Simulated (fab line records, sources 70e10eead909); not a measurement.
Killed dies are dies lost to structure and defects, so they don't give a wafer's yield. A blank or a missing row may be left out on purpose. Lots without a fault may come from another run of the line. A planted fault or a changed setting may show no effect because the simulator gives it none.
Which tool did it? | flow nand_harc | 13 lots, 39 wafers sampled, at 6 steps of a route of 1302

WHAT THE GAUGES READ, wafer by wafer
NHARC_P_GATE_CD_MEAS_59: target cd 720 nm. Usual: cd_nm 720.0 nm, standard deviation 1.9.
lot  | measured     | on        | cd_nm (nm)        | flag
L862 | day 5 19:01  | cd_sem-01 | 717.9 721.4 718.5 |
L863 | day 6 02:17  | cd_sem-01 | 720.0 720.6 720.9 |
L864 | day 6 14:49  | cd_sem-02 | 719.5 719.1 718.1 |
L865 | day 6 18:35  | cd_sem-03 | 716.8 719.8 717.8 |
L867 | day 7 16:49  | cd_sem-01 | - - -             | OFF
L876 | day 11 15:10 | cd_sem-02 | 719.3 721.5 719.5 |
L877 | day 12 00:52 | cd_sem-02 | 717.1 722.6 719.3 |
L878 | day 12 13:17 | cd_sem-03 | 718.1 714.7 721.1 |
L879 | day 12 13:47 | cd_sem-02 | 720.8 723.2 718.1 |
L880 | day 13 01:29 | cd_sem-01 | 717.2 723.0 718.9 |
L882 | day 13 17:47 | cd_sem-02 | 719.8 722.9 718.0 |
L881 | day 13 18:23 | cd_sem-02 | 721.2 720.0 720.5 |
L883 | day 14 06:48 | cd_sem-03 | 720.7 716.6 720.5 |

NHARC_END_SORT_01. Usual: killed_at_array 64, standard deviation 16; killed_at_other 1.0, standard deviation 1.1; killed_at_periphery 3.5, standard deviation 2.3; killed_dies 69, standard deviation 17; killed_open 3.2, standard deviation 1.6; killed_short 2.4, standard deviation 1.6.
lot  | measured     | on        | killed_at_array | killed_at_other | killed_at_periphery | killed_dies | killed_open | killed_short | flag
L867 | day 26 01:19 | prober-02 | 83 75 88        | 3 3 4           | 591 599 585         | 677 677 677 | 5 3 2       | 3 2 5        | OFF

WHICH TOOL RAN EACH LOT (tool, then ch and the chambers of the sampled wafers, then the start)
lot  | NHARC_P_GATE_HM_DEP_102       | NHARC_P_GATE_DEP_103            | NHARC_P_GATE_ETCHBACK_37                      | NHARC_P_GATE_EXPOSE_56
L862 | acl_dep-02 ch 0, day 5 03:58  | pecvd-01 ch 1,2, day 5 04:31    | rie_diel-10 ch 0,2, day 5 18:52 or earlier    | krf_scanner-02 ch 0, day 5 18:52
L863 | acl_dep-01 ch 0, day 5 11:19  | pecvd-01 ch 0,2, day 5 12:00    | rie_diel-03 ch 1,2,3, day 6 02:08 or earlier  | krf_scanner-02 ch 0, day 6 02:08
L864 | acl_dep-02 ch 0, day 5 23:55  | pecvd-04 ch 0,2, day 6 00:37    | rie_diel-01 ch 0,1, day 6 14:39 or earlier    | krf_scanner-02 ch 0, day 6 14:39
L865 | acl_dep-02 ch 0, day 6 03:41  | pecvd-03 ch 0,2, day 6 04:17    | rie_diel-01 ch 2,3, day 6 18:26 or earlier    | krf_scanner-03 ch 0, day 6 18:26
L867 | acl_dep-03 ch 0, day 7 01:38  | pecvd-01 ch 0,1,2, day 7 02:19  | rie_diel-10 ch 0,1,3, day 7 16:40 or earlier  | krf_scanner-02 ch 0, day 7 16:40
L876 | acl_dep-01 ch 0, day 11 00:20 | pecvd-04 ch 0,2, day 11 00:47   | rie_diel-03 ch 2,3, day 11 15:01 or earlier   | krf_scanner-02 ch 0, day 11 15:01
L877 | acl_dep-03 ch 0, day 11 09:59 | pecvd-01 ch 0,1,2, day 11 10:29 | rie_diel-03 ch 0,1,3, day 12 00:43 or earlier | krf_scanner-03 ch 0, day 12 00:43
L878 | acl_dep-03 ch 0, day 11 22:22 | pecvd-03 ch 1,2, day 11 22:58   | rie_diel-10 ch 0,2, day 12 13:08 or earlier   | krf_scanner-02 ch 0, day 12 13:08
L879 | acl_dep-03 ch 0, day 11 22:53 | pecvd-04 ch 0,1,2, day 11 23:34 | rie_diel-01 ch 0,1,3, day 12 13:38 or earlier | krf_scanner-03 ch 0, day 12 13:38
L880 | acl_dep-01 ch 0, day 12 10:53 | pecvd-01 ch 0,1,2, day 12 11:18 | rie_diel-10 ch 2,3, day 13 01:20 or earlier   | krf_scanner-04 ch 0, day 13 01:20
L882 | acl_dep-02 ch 0, day 13 02:46 | pecvd-03 ch 0,1,2, day 13 03:26 | rie_diel-03 ch 1,2,3, day 13 17:38 or earlier | krf_scanner-02 ch 0, day 13 17:38
L881 | acl_dep-02 ch 0, day 13 03:25 | pecvd-03 ch 0,2, day 13 04:07   | rie_diel-01 ch 0,1,3, day 13 18:14 or earlier | krf_scanner-03 ch 0, day 13 18:14
L883 | acl_dep-02 ch 0, day 13 15:59 | pecvd-04 ch 0,1,2, day 13 16:25 | rie_diel-03 ch 2,3, day 14 06:40 or earlier   | krf_scanner-02 ch 0, day 14 06:40
- NHARC_P_GATE_HM_DEP_102: deposits aC, target thk 120 nm.
- NHARC_P_GATE_DEP_103: deposits SiON, target thk 30 nm.
- NHARC_P_GATE_ETCHBACK_37: etches the open film in CHF3/O2, target depth 34.5 nm, time 17.2 s.
- NHARC_P_GATE_EXPOSE_56: exposes mask P PSD, target cd 720 nm.

WHAT THE TOOLS THEMSELVES READ (means of the sampled wafers that have a number; where no wafer has one, the mark that the record gives instead)
NHARC_P_GATE_HM_DEP_102. Usual: throttle_valve_pct 35.001 %, standard deviation 0.0094.
lot  | tool       | throttle_valve_pct (%) | flag
L862 | acl_dep-02 | 34.998                 |
L863 | acl_dep-01 | 34.992                 |
L864 | acl_dep-02 | 34.998                 |
L865 | acl_dep-02 | 34.988                 |
L867 | acl_dep-03 | 35.002                 |
L876 | acl_dep-01 | 35.005                 |
L877 | acl_dep-03 | 34.999                 |
L878 | acl_dep-03 | 35.007                 |
L879 | acl_dep-03 | 34.994                 |
L880 | acl_dep-01 | 34.993                 |
L882 | acl_dep-02 | 35.000                 |
L881 | acl_dep-02 | 35.005                 |
L883 | acl_dep-02 | 35.006                 |

NHARC_P_GATE_DEP_103. Usual: heater_power_w 793 W, standard deviation 85.
lot  | tool     | heater_power_w (W) | flag
L862 | pecvd-01 | 871                |
L863 | pecvd-01 | 820                |
L864 | pecvd-04 | 775                |
L865 | pecvd-03 | 755                |
L867 | pecvd-01 | 878                |
L876 | pecvd-04 | 777                |
L877 | pecvd-01 | 910                |
L878 | pecvd-03 | 797                |
L879 | pecvd-04 | 754                |
L880 | pecvd-01 | 907                |
L882 | pecvd-03 | 748                |
L881 | pecvd-03 | 766                |
L883 | pecvd-04 | 757                |

NHARC_P_GATE_ETCHBACK_37. Usual: drypump_motor_current_A 5.6 A, standard deviation 0.39; oes_product_au 0.95 a.u., standard deviation 0.034; rf_vpp_V 370.6 V, standard deviation 2.1; showerhead_plenum_p_Torr 2.40 Torr, standard deviation 0.093; throttle_valve_pct 20.573 %, standard deviation 0.0092.
lot  | tool        | drypump_motor_current_A (A) | oes_product_au (a.u.) | rf_vpp_V (V) | showerhead_plenum_p_Torr (Torr) | throttle_valve_pct (%) | flag
L862 | rie_diel-10 | 5.6                         | 0.92                  | 370.1        | 2.42                            | 20.570                 |
L863 | rie_diel-03 | 5.4                         | 1.00                  | 371.9        | 2.46                            | 20.575                 |
L864 | rie_diel-01 | 5.8                         | 0.93                  | 369.1        | 2.33                            | 20.574                 |
L865 | rie_diel-01 | 5.2                         | 0.93                  | 371.8        | 2.44                            | 20.583                 |
L867 | rie_diel-10 | 5.8                         | 0.92                  | 370.1        | 2.38                            | 20.576                 |
L876 | rie_diel-03 | 5.2                         | 1.01                  | 371.2        | 2.43                            | 20.576                 |
L877 | rie_diel-03 | 5.8                         | 0.93                  | 371.6        | 2.48                            | 20.572                 |
L878 | rie_diel-10 | 5.8                         | 0.97                  | 371.8        | 2.46                            | 20.571                 |
L879 | rie_diel-01 | 5.5                         | 0.93                  | 371.9        | 2.41                            | 20.573                 |
L880 | rie_diel-10 | 5.6                         | 0.93                  | 369.1        | 2.35                            | 20.584                 |
L882 | rie_diel-03 | 5.4                         | 1.00                  | 371.8        | 2.46                            | 20.574                 |
L881 | rie_diel-01 | 5.5                         | 0.93                  | 371.0        | 2.41                            | 20.574                 |
L883 | rie_diel-03 | 5.4                         | 0.93                  | 369.5        | 2.40                            | 20.575                 |

THE ANSWER, worked out from the rows above alone
Rule: a lot is off if the mean of its wafers that have a number lies more than 3 standard deviations from the usual mean. A lot without any number at a reading at which 4 lots or more have one is off too. The other lots that the step has rows for count as sound. The gauges are gone through in route order, then the tools' own readings, and for those a lot's mean is taken as printed above. The first step at which some lot is off is used, and at that step the reading that is off furthest; a lot without a number counts as furthest.
Off: L867, at NHARC_P_GATE_CD_MEAS_59 (cd_nm). Without a number there: L867.
A tool fits if, at a process step before that reading, it ran every lot that is off, and no sound lot after the first of them. The gauges at NHARC_P_GATE_CD_MEAS_59 aren't tried: what is off there is off at NHARC_END_SORT_01 too, on other tools, and a gauge's error can't cause that. NHARC_P_GATE_ETCHBACK_37 gives no start for some lots, so the hours and the order of its lots are those of NHARC_P_GATE_EXPOSE_56. None of those tried fits.

WHAT THE SIMULATOR HAD PUT IN
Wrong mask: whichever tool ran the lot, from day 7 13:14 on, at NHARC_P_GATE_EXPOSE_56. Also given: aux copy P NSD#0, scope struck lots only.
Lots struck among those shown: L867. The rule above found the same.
